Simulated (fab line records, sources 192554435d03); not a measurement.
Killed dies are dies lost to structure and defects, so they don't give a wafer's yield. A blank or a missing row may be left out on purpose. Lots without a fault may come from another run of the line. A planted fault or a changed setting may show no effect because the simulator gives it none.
Split-lot experiment | flow n5_finfet | 7 lots, 21 wafers read, on a route of 1938 steps

THE SPLIT
At N5_BEOL_M0_SAQP_COAT_82 (time 60 s, resist thk 30 nm), the setting spin_rpm was moved away from the recipe's 1500 rpm on 5 of the 21 wafers read, by -9.8% to +3.2%. The other wafers ran this setting at the recipe's value.

The reading is taken at the split's own step.

THE READING
SiARC_of_BEOL_M0_SAQP_COAT_82.thk_nm (the simulator's own value, which no gauge read), in nm, at N5_BEOL_M0_SAQP_COAT_82 (time 60 s, resist thk 30 nm). The file gives no usual value for it. The 16 wafers here that ran the recipe average 30.0 nm, standard deviation 0.11 nm.

wafer  | tool, chamber at the split | spin_rpm as run, rpm | against the recipe | SiARC_of_BEOL_M0_SAQP_COAT_82.thk_nm, nm | against lot-mates on the recipe
L079.1 | litho_track-04, 0          | 1500                 | recipe             | 29.8                                     | -
L079.5 | litho_track-04, 0          | 1500                 | recipe             | 29.8                                     | -
L079.3 | litho_track-04, 0          | 1500                 | recipe             | 30                                       | -
L080.2 | litho_track-01, 0          | 1500                 | recipe             | 30                                       | -
L080.4 | litho_track-01, 0          | 1500                 | recipe             | 30                                       | -
L080.5 | litho_track-01, 0          | 1500                 | recipe             | 30                                       | -
L084.2 | litho_track-03, 0          | 1500                 | recipe             | 30                                       | -
L084.4 | litho_track-03, 0          | 1500                 | recipe             | 30                                       | -
L084.3 | litho_track-03, 0          | 1500                 | recipe             | 30.2                                     | -
L089.2 | litho_track-04, 0          | 1500                 | recipe             | 30                                       | -
L089.3 | litho_track-04, 0          | 1500                 | recipe             | 30                                       | -
L089.6 | litho_track-04, 0          | 1500                 | recipe             | 30                                       | -
L091.3 | litho_track-04, 0          | 1353                 | -9.8%              | 31.6                                     | +1.6
L091.5 | litho_track-04, 0          | 1353                 | -9.8%              | 31.6                                     | +1.6
L091.6 | litho_track-04, 0          | 1500                 | recipe             | 30                                       | -
L096.1 | litho_track-04, 0          | 1500                 | recipe             | 30                                       | -
L096.4 | litho_track-04, 0          | 1353                 | -9.8%              | 31.6                                     | +1.5
L096.5 | litho_track-04, 0          | 1500                 | recipe             | 30.2                                     | -
L097.2 | litho_track-01, 0          | 1500                 | recipe             | 30.2                                     | -
L097.4 | litho_track-01, 0          | 1548                 | +3.2%              | 29.8                                     | -0.4
L097.6 | litho_track-01, 0          | 1548                 | +3.2%              | 29.6                                     | -0.6

THE FIT
A straight line over all 21 wafers: SiARC_of_BEOL_M0_SAQP_COAT_82.thk_nm changes by -0.156 nm for each +1% of spin_rpm; r = -0.98; the points scatter about the line by 0.12 nm.
The same after taking each lot's own level away (the mean of its wafers on the recipe; 21 wafers): -0.16 nm for each +1%; r = -0.99; scatter 0.073 nm.
On that fit, the largest move of spin_rpm shifts the reading by 1.6 nm.
The lots' own levels span 29.87 to 30.20 nm, that is 3.0 times the standard deviation above.
So the lot-to-lot level changes the slope little: the two slopes agree.
Check: with one of the wafers moved furthest among these (-9.8%) left out of the fit, the line predicts +1.55 nm for it against its lot-mates. It came out at +1.6 nm against them.

OTHER SPLITS ON THESE WAFERS
These wafers also went through other splits before the reading. Each is held against what the fit with the lots' levels taken away leaves over:
other split on the same wafers            | wafers away from the commonest value | r with SiARC_of_BEOL_M0_SAQP_COAT_82.thk_nm (lot level and that fit taken away)
N5_WELL_APT_EXPOSE_05 dose_mj             | 5                                    | +0.02
N5_WELL_APT_DESCUM_13 time_s              | 7                                    | -0.01
N5_PMOS_HMC_CHANNEL_EPI_EXPOSE_06 dose_mj | 7                                    | +0.03
N5_PMOS_HMC_CHANNEL_EPI_PEB_07 peb_time_s | 7                                    | -0.20
N5_SD_EPI_N_ETCH_45 target_depth_a        | 8                                    | +0.01
N5_SD_EPI_P_PEB_07 peb_time_s             | 7                                    | +0.23
N5_SD_EPI_P_ETCH_37 source_w              | 9                                    | +0.12
N5_HKMG_FIN_ETCH_54 source_w              | 7                                    | -0.05
N5_MOL_CONTACT_COAG_EXPOSE_81 dose_mj     | 5                                    | -0.05

THE FILE'S OWN FIT
SiARC_of_BEOL_M0_SAQP_COAT_82.thk_nm changes by -0.158 nm for each +1% of spin_rpm, r = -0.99.
